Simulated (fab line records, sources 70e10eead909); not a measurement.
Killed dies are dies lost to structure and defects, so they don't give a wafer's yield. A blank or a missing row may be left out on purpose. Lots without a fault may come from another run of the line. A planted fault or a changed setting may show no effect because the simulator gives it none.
Which tool did it? | flow nand_harc | 6 lots, 18 wafers sampled, at 1 step of a route of 1302

WHAT THE GAUGES READ, wafer by wafer
NHARC_A_CHANNEL_HOLE_D2_CD_MEAS_31.
lot  | measured     | on        | cd_nm (nm)
L920 | day 13 22:24 | cd_sem-03 | 89.7 88.2 90.2
L924 | day 15 10:05 | cd_sem-02 | 88.9 89.2 91.1
L931 | day 18 02:36 | cd_sem-03 | 93.0 91.2 91.9
L938 | day 20 19:56 | cd_sem-03 | 91.1 92.5 91.9
L941 | day 22 00:27 | cd_sem-03 | 90.4 92.7 92.1
L942 | day 22 14:37 | cd_sem-01 | 89.9 89.5 90.0

WHICH TOOL RAN EACH LOT (tool, then ch and the chambers of the sampled wafers, then the start)
The record holds no process step before these readings.

THE ANSWER, worked out from the rows above alone
Rule: what is usual is taken from the lots themselves. Put in order of their means at a reading, lots are off if they are a third of the lots or fewer, leave a main group of 4 or more, and stand apart from it by a gap of 3 or more times the standard deviation of the main group's means; of several such gaps the widest counts. A main group whose means are all the same, to the digits that the tables above print for the reading, isn't used. A lot without any number at a reading at which 4 lots or more have one is off too. The other lots that the step has rows for count as sound.
No lot is off at any reading shown: from this, nothing can be told.

WHAT THE SIMULATOR HAD PUT IN
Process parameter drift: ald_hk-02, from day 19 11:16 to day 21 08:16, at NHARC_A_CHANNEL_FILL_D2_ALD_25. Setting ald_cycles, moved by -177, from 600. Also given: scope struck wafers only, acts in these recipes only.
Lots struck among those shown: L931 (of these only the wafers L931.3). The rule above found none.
